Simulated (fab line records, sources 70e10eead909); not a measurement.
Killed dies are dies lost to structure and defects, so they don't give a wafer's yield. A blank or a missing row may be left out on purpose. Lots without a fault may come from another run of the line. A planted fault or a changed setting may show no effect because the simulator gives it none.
Chamber matching | flow nand_harc | NHARC_A_BONDPAD_DESCUM_11 on rie_diel-11: 4 sister chambers
The step chemistry O2, time 3 s. 4 wafers are shown with their chamber, then 12 later ones without.

WAFERS WITH THEIR CHAMBER
wafer  | chamber | drypump_motor_current_A (A)
L094.5 | 0       | 5.25
L091.2 | 3       | 5.02
L091.3 | 2       | 5.52
L091.6 | 1       | 5.60

WAFERS WITHOUT THEIR CHAMBER
wafer  | drypump_motor_current_A (A)
L092.2 | 5.59
L092.3 | 5.54
L092.6 | 5.54
L095.1 | 5.23
L095.2 | 5.53
L095.4 | 5.00
L096.3 | 5.54
L096.5 | 5.53
L096.6 | 5.22
L097.2 | 5.51
L097.5 | 5.21
L097.6 | 5.58

WHICH CHAMBER EACH WENT THROUGH
wafer  | from the rows above     | in truth
L092.2 | 1                       | 1
L092.3 | can't be placed: 2 or 1 | 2
L092.6 | can't be placed: 2 or 1 | 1
L095.1 | 0                       | 0
L095.2 | 2                       | 2
L095.4 | 3                       | 3
L096.3 | can't be placed: 2 or 1 | 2
L096.5 | 2                       | 2
L096.6 | 0                       | 0
L097.2 | 2                       | 2
L097.5 | 0                       | 0
L097.6 | can't be placed: 1 or 2 | 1
Placed correctly: 8 of 12. Can't be placed from these rows: 4 (the true chamber is among the candidates in 4). Placed wrongly: 0.
How it was worked out, from the rows above alone: a wafer's distance from a chamber is the root of the sum, over the readings, of the square of ((its reading less the chamber's mean) divided by the reading's scatter). The wafer belongs to the nearest chamber; if the next one is less than 2 further off, it can't be placed. A chamber's mean is the mean of its shown wafers. The scatter: with one shown wafer a chamber, the root of the mean of the squares of how far each hidden wafer lies from its nearest shown one.
